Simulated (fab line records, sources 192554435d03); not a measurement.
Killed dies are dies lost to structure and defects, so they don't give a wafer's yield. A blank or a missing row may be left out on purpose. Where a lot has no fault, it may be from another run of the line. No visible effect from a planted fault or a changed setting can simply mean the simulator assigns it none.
Matching of chambers / flow n5_finfet / N5_MOL_CONTACT_COAG_ETCH_47 on rie_diel-01: 4 sister chambers
The step etches SiNx in CH3F/O2, stops on W, target depth 27 nm. 18 wafers are shown with their chamber, then 9 later ones without.

## WAFERS WITH THEIR CHAMBER
wafer=L076.2; chamber=3; showerhead_plenum_p_Torr (Torr)=1.96; throttle_valve_pct (%)=16.27; rf_vpp_V (V)=308
wafer=L076.4; chamber=0; showerhead_plenum_p_Torr (Torr)=1.95; throttle_valve_pct (%)=16.24; rf_vpp_V (V)=281
wafer=L076.6; chamber=3; showerhead_plenum_p_Torr (Torr)=1.96; throttle_valve_pct (%)=16.27; rf_vpp_V (V)=307
wafer=L080.2; chamber=1; showerhead_plenum_p_Torr (Torr)=2.11; throttle_valve_pct (%)=16.32; rf_vpp_V (V)=319
wafer=L080.4; chamber=3; showerhead_plenum_p_Torr (Torr)=1.96; throttle_valve_pct (%)=16.27; rf_vpp_V (V)=309
wafer=L080.5; chamber=0; showerhead_plenum_p_Torr (Torr)=1.95; throttle_valve_pct (%)=16.25; rf_vpp_V (V)=280
wafer=L079.4; chamber=2; showerhead_plenum_p_Torr (Torr)=2.01; throttle_valve_pct (%)=16.73; rf_vpp_V (V)=310
wafer=L079.5; chamber=1; showerhead_plenum_p_Torr (Torr)=2.11; throttle_valve_pct (%)=16.32; rf_vpp_V (V)=317
wafer=L079.6; chamber=2; showerhead_plenum_p_Torr (Torr)=2.01; throttle_valve_pct (%)=16.72; rf_vpp_V (V)=309
wafer=L083.2; chamber=2; showerhead_plenum_p_Torr (Torr)=2.00; throttle_valve_pct (%)=16.74; rf_vpp_V (V)=309
wafer=L083.3; chamber=1; showerhead_plenum_p_Torr (Torr)=2.11; throttle_valve_pct (%)=16.32; rf_vpp_V (V)=317
wafer=L083.6; chamber=2; showerhead_plenum_p_Torr (Torr)=2.00; throttle_valve_pct (%)=16.72; rf_vpp_V (V)=310
wafer=L084.1; chamber=0; showerhead_plenum_p_Torr (Torr)=1.94; throttle_valve_pct (%)=16.26; rf_vpp_V (V)=283
wafer=L084.4; chamber=3; showerhead_plenum_p_Torr (Torr)=1.96; throttle_valve_pct (%)=16.27; rf_vpp_V (V)=308
wafer=L084.5; chamber=3; showerhead_plenum_p_Torr (Torr)=1.96; throttle_valve_pct (%)=16.29; rf_vpp_V (V)=310
wafer=L087.1; chamber=2; showerhead_plenum_p_Torr (Torr)=2.00; throttle_valve_pct (%)=16.75; rf_vpp_V (V)=309
wafer=L087.2; chamber=3; showerhead_plenum_p_Torr (Torr)=1.96; throttle_valve_pct (%)=16.29; rf_vpp_V (V)=309
wafer=L087.6; chamber=1; showerhead_plenum_p_Torr (Torr)=2.11; throttle_valve_pct (%)=16.33; rf_vpp_V (V)=319

SIGNATURES (averages over the wafers above)
reading=showerhead_plenum_p_Torr; chamber 0=1.9467; chamber 1=2.1100; chamber 2=2.0040; chamber 3=1.9600; scatter within a chamber=0.00365
reading=throttle_valve_pct; chamber 0=16.2500; chamber 1=16.3225; chamber 2=16.7320; chamber 3=16.2767; scatter within a chamber=0.0103
reading=rf_vpp_V; chamber 0=281.33; chamber 1=318.00; chamber 2=309.40; chamber 3=308.50; scatter within a chamber=1.05
Rule: a wafer's distance from a chamber is the root of the sum, over the readings, of the square of ((its reading less the chamber's mean) divided by the reading's scatter). If the next closest chamber is less than 2 further off than the closest, the wafer can't be placed; otherwise it belongs to the closest. The scatter: take each reading less its chamber's mean, square it, sum over the shown wafers, divide by the number of wafers less the number of chambers, and take the root.

## WAFERS WHOSE CHAMBER IS MISSING
wafer=L088.2; showerhead_plenum_p_Torr (Torr)=1.96; throttle_valve_pct (%)=16.31; rf_vpp_V (V)=308
wafer=L088.5; showerhead_plenum_p_Torr (Torr)=2.11; throttle_valve_pct (%)=16.35; rf_vpp_V (V)=318
wafer=L088.6; showerhead_plenum_p_Torr (Torr)=2.00; throttle_valve_pct (%)=16.76; rf_vpp_V (V)=310
wafer=L091.3; showerhead_plenum_p_Torr (Torr)=2.10; throttle_valve_pct (%)=16.36; rf_vpp_V (V)=317
wafer=L091.4; showerhead_plenum_p_Torr (Torr)=1.94; throttle_valve_pct (%)=16.30; rf_vpp_V (V)=281
wafer=L091.5; showerhead_plenum_p_Torr (Torr)=2.00; throttle_valve_pct (%)=16.77; rf_vpp_V (V)=307
wafer=L095.1; showerhead_plenum_p_Torr (Torr)=1.93; throttle_valve_pct (%)=16.32; rf_vpp_V (V)=280
wafer=L095.2; showerhead_plenum_p_Torr (Torr)=2.10; throttle_valve_pct (%)=16.38; rf_vpp_V (V)=318
wafer=L095.6; showerhead_plenum_p_Torr (Torr)=1.95; throttle_valve_pct (%)=15.84; rf_vpp_V (V)=308

## EACH ONE'S CHAMBER
wafer=L088.2; from the rows above=3; in truth=3
wafer=L088.5; from the rows above=1; in truth=1
wafer=L088.6; from the rows above=2; in truth=2
wafer=L091.3; from the rows above=1; in truth=1
wafer=L091.4; from the rows above=0; in truth=0
wafer=L091.5; from the rows above=2; in truth=2
wafer=L095.1; from the rows above=0; in truth=0
wafer=L095.2; from the rows above=1; in truth=1
wafer=L095.6; from the rows above=3; in truth=3
9 of 9 placed correctly. Not placeable from these rows: 0. Number placed wrongly: 0.
